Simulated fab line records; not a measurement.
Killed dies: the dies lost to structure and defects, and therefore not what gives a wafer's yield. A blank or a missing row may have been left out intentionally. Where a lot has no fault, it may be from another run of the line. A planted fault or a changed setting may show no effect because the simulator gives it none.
fab line records -- flow n5Finfet
record: lots: 5, wafers: 15, lastDay: 19
route steps=1938 shown BEOL_M14@1755
lots that met no fault: taken from a fault-free run of the same line
startH: hours from the record's opening day to when the first of the lot's shown wafers began -- waitH: hours since the lot's step before -- " the same as in the row above -- L1.1+2: several wafers, shown together as one row -- - no value present, or no start provided -- * or withheld: withheld -- < > ~ a bound
route shown NAME@n: a module of which the file shows steps, and the number in the route of the first -- usual: the fault-free wafers' mean and standard deviation -- same: alike in all rows -- chamber/n: place in a boat -- sites: each site's reading -- _std_site: standard deviation across them -- _edge_site: mean of outer sites minus mean of inner sites -- radiusMm: how far each site lies from the wafer's centre -- mask NAME#n: copy n -- behind: the last tool/chamber to shape the wafer -- hold: reason for holding the lot/hours on hold/outcome of the hold -- device: the n, p or np transistor that did not switch -- end of line: the tests these same wafers got at the end of their route -- where a step has no rows: the recipe by itself -- killed: not the wafer's yield, but the dies lost to structure and defects at the first sort -- map: dies across one wafer; x = killed, . = not, _ = none there
set.NAME: setting as actually run; set.NAME@STEP: the setting as run at that earlier step -- model.NAME: the simulator's own value behind a step, which no gauge read
certain route steps with their lots: each step a table, each wafer a row
services: from which hour (startH, from the record's first day; less than 0 if before it) a tool's chamber was out of use, for how many hours, and why
== steps ==
step: N5_BEOL_M14_OCD_MEAS_35
usual: trenchDepthNm: 560/17
lot.wafer,tool,chamber,startH,waitH,trenchDepthNm
L076.1,ocd-01,-,348.57,0.0,559
L076.3,ocd-01,-,348.57,0.0,563
L076.4,ocd-01,-,348.57,0.0,559
L075.2,ocd-01,-,354.25,0.0,572
L075.3,ocd-01,-,354.25,0.0,559
L075.6,ocd-01,-,354.25,0.0,595
L080.1,ocd-01,-,389.05,0.0,551
L080.3,ocd-01,-,389.05,0.0,554
L080.6,ocd-01,-,389.05,0.0,599
L085.1,ocd-01,-,392.22,0.0,543
L085.4,ocd-01,-,392.22,0.0,542
L085.5,ocd-01,-,392.22,0.0,549
L088.2,ocd-01,-,433.58,0.0,576
L088.3,ocd-01,-,433.58,0.0,550
L088.4,ocd-01,-,433.58,0.0,579
step: N5_BEOL_M14_STRIP_37
recipe: chemistry: O2, powerW: 600, tempC: 60, pressureMtorr: 30, rfFrequencyHz: 6e+07, biasPowerW: 0, overashFraction: 0.3, o2FlowSccm: 225
usual: drypumpMotorCurrentA: 5.9/0.44, oesProductAu: 0.80/0.065, rfVppV: 3.7/0.93, showerheadPlenumPTorr: 2.12/0.064, throttleValvePct: 16.60/0.16
lot.wafer,tool,chamber,startH,waitH,drypumpMotorCurrentA,oesProductAu,rfHoursCounterH,rfVppV,showerheadPlenumPTorr,throttleValvePct
L076.1,rieDiel-05,2,349.98,1.4,5.8,0.79,112,3.6,2.08,16.44
L076.3,rieDiel-05,3,349.98,1.4,6.7,0.78,89,4.2,2.23,16.69
L076.4,rieDiel-05,0,349.98,1.4,5.7,0.74,122,2.2,2.20,16.48
L075.2,rieDiel-05,2,358.90,4.6,5.8,0.80,115,4.0,2.08,16.45
L075.3,rieDiel-05,0,358.90,4.6,5.7,0.73,126,4.0,2.19,16.45
L075.6,rieDiel-05,1,358.90,4.6,6.2,0.83,-,4.5,2.21,16.76
L080.1,rieDiel-04,0,391.10,2.1,5.1,0.85,48,2.3,2.04,16.59
L080.3,rieDiel-04,3,391.10,2.1,5.6,0.92,29,5.8,2.13,16.38
L080.6,rieDiel-04,3,391.10,2.1,5.6,0.91,-,4.3,2.13,16.34
L085.1,rieDiel-01,2,395.46,3.2,5.5,0.94,10,3.4,2.05,16.21
L085.4,rieDiel-01,0,395.46,3.2,6.2,0.73,-,4.2,2.17,16.71
L085.5,rieDiel-01,1,395.46,3.2,5.9,0.84,-,3.3,2.06,16.75
L088.2,rieDiel-04,3,434.48,0.9,5.7,0.86,45,3.1,2.12,16.39
L088.3,rieDiel-04,2,434.48,0.9,5.7,0.72,190,4.3,2.05,16.54
L088.4,rieDiel-04,0,434.48,0.9,5.1,0.85,64,2.5,2.04,16.61
step: N5_BEOL_M14_ETCH_38
recipe: chemistry: CF4/N2, target: SiCN, targetDepthA: 1065, taperDeg: 2, timeS: 120.6, ionEnergyEv: 150, maskMaterial: SiO2, pressureMtorr: 40, sourceW: 430, biasW: 70, Ar_flow_sccm: 100, cf4FlowSccm: 60, n2FlowSccm: 60
usual: drypumpMotorCurrentA: 5.9/0.44, oesProductAu: 0.81/0.072, rfVppV: 382.8/1.6, showerheadPlenumPTorr: 2.23/0.059, throttleValvePct: 15.36/0.15
lot.wafer,tool,chamber,startH,waitH,drypumpMotorCurrentA,oesProductAu,rfHoursCounterH,rfVppV,showerheadPlenumPTorr,throttleValvePct
L076.1,rieDiel-05,2,-,-,5.7,0.79,112,383.2,2.22,15.35
L076.3,rieDiel-05,3,-,-,6.7,0.81,89,384.7,2.31,15.29
L076.4,rieDiel-05,0,-,-,5.6,0.76,122,384.5,2.30,15.20
L075.2,rieDiel-05,2,-,-,5.8,0.78,115,382.1,2.22,15.37
L075.3,rieDiel-05,0,-,-,5.7,0.76,126,384.3,2.29,15.20
L075.6,rieDiel-05,1,-,-,6.2,0.82,-,385.3,2.32,15.55
L080.1,rieDiel-04,0,-,-,5.1,0.88,48,381.1,2.14,15.34
L080.3,rieDiel-04,3,-,-,5.7,0.93,29,383.7,2.23,15.13
L080.6,rieDiel-04,3,-,-,5.6,0.93,-,382.8,2.23,15.13
L085.1,rieDiel-01,2,-,-,5.5,0.93,10,382.0,2.17,15.05
L085.4,rieDiel-01,0,-,-,6.2,0.74,-,384.9,2.30,15.53
L085.5,rieDiel-01,1,-,-,5.9,0.83,-,380.6,2.15,15.37
L088.2,rieDiel-04,3,-,-,5.7,0.90,45,383.5,2.23,15.16
L088.3,rieDiel-04,2,-,-,5.7,0.71,190,382.8,2.19,15.47
L088.4,rieDiel-04,0,-,-,5.1,0.86,64,382.6,2.14,15.37
step: N5_BEOL_M14_PRECLEAN_39
recipe: chemistry: residueRemover, timeS: 60, tempC: 40
usual: bathGuardTempC: 40.1/0.53
lot.wafer,tool,chamber,startH,waitH,bathGuardTempC
L076.1,wetBench-06,4,350.17,-,39.7
L076.3,wetBench-06,6,350.17,-,40.0
L076.4,wetBench-06,5,350.17,-,39.2
L075.2,wetBench-06,1,359.10,-,39.7
L075.3,wetBench-06,6,359.10,-,40.3
L075.6,wetBench-06,5,359.10,-,39.2
L080.1,wetBench-01,7,391.30,-,40.5
L080.3,wetBench-01,3,391.30,-,40.8
L080.6,wetBench-01,6,391.30,-,39.7
L085.1,wetBench-01,2,395.66,-,40.5
L085.4,wetBench-01,5,395.66,-,40.1
L085.5,wetBench-01,6,395.66,-,39.8
L088.2,wetBench-04,7,434.67,-,39.5
L088.3,wetBench-04,3,434.67,-,40.2
L088.4,wetBench-04,0,434.67,-,40.1
step: N5_BEOL_M14_SRD_40
recipe: timeS: 30, tempC: 23, rinseLiquid: diw, dry: n2Spin, spinRpm: 1500, dryTimeS: 30
lot.wafer,tool,chamber,startH,waitH
L076.1+3+4,wetBench-06,"4,6,5",350.19,0.0
L075.2+3+6,wetBench-06,"1,6,5",359.11,0.0
L080.1+3+6,wetBench-01,"7,3,6",391.32,0.0
L085.1+4+5,wetBench-01,"2,5,6",395.68,0.0
L088.2+3+4,wetBench-04,"7,3,0",434.69,0.0
step: N5_BEOL_M14_DEGAS_41
recipe: ambient: vacuum, tempC: 300, timeS: 60
usual: heaterPowerW: 462/66
lot.wafer,tool,chamber,startH,waitH,heaterPowerW
L076.1,pvdSputter-02,-,350.31,0.1,559
L076.3,pvdSputter-02,-,350.31,0.1,435
L076.4,pvdSputter-02,-,350.31,0.1,379
L075.2,pvdSputter-01,-,359.40,0.3,569
L075.3,pvdSputter-01,-,359.40,0.3,424
L075.6,pvdSputter-01,-,359.40,0.3,427
L080.1,pvdSputter-03,-,391.61,0.3,567
L080.3,pvdSputter-03,-,391.61,0.3,438
L080.6,pvdSputter-03,-,391.61,0.3,433
L085.1,pvdSputter-01,-,396.18,0.5,396
L085.4,pvdSputter-01,-,396.18,0.5,440
L085.5,pvdSputter-01,-,396.18,0.5,385
L088.2,pvdSputter-02,-,435.15,0.4,427
L088.3,pvdSputter-02,-,435.15,0.4,380
L088.4,pvdSputter-02,-,435.15,0.4,435
step: N5_BEOL_M14_PRE_CLEAN_42
recipe: gas: H2/He, timeS: 30, tempC: 300
usual: heaterPowerW: 462/65
lot.wafer,tool,chamber,startH,waitH,heaterPowerW
L076.1,pvdSputter-02,-,350.35,0.0,567
L076.3,pvdSputter-02,-,350.35,0.0,433
L076.4,pvdSputter-02,-,350.35,0.0,389
L075.2,pvdSputter-01,-,359.44,0.0,581
L075.3,pvdSputter-01,-,359.44,0.0,412
L075.6,pvdSputter-01,-,359.44,0.0,434
L080.1,pvdSputter-03,-,391.65,0.0,551
L080.3,pvdSputter-03,-,391.65,0.0,436
L080.6,pvdSputter-03,-,391.65,0.0,430
L085.1,pvdSputter-01,-,396.22,0.0,391
L085.4,pvdSputter-01,-,396.22,0.0,427
L085.5,pvdSputter-01,-,396.22,0.0,383
L088.2,pvdSputter-02,-,435.19,0.0,425
L088.3,pvdSputter-02,-,435.19,0.0,384
L088.4,pvdSputter-02,-,435.19,0.0,443
== services ==
tool,chamber,startH,hours,kind
rieDiel-04,2,339.41,7.8,repair
rieDiel-01,2,354.43,-,clean
rieDiel-01,2,354.43,-,consumableReplace:focusRing
rieDiel-01,2,354.43,23.2,scheduledDown
rieDiel-01,2,354.43,23.2,ventCycle
rieDiel-05,0,359.21,8.0,repair
wetBench-01,-,370.85,1.7,repair
rieDiel-01,3,377.91,-,clean
rieDiel-01,3,377.91,-,consumableReplace:focusRing
rieDiel-01,3,377.91,30.8,scheduledDown
rieDiel-01,3,377.91,30.8,ventCycle
pvdSputter-02,-,409.67,7.3,repair
rieDiel-05,-,410.63,0.9,repair
pvdSputter-01,-,426.95,3.4,repair
rieDiel-01,3,432.33,4.8,repair
== key ==
fault none
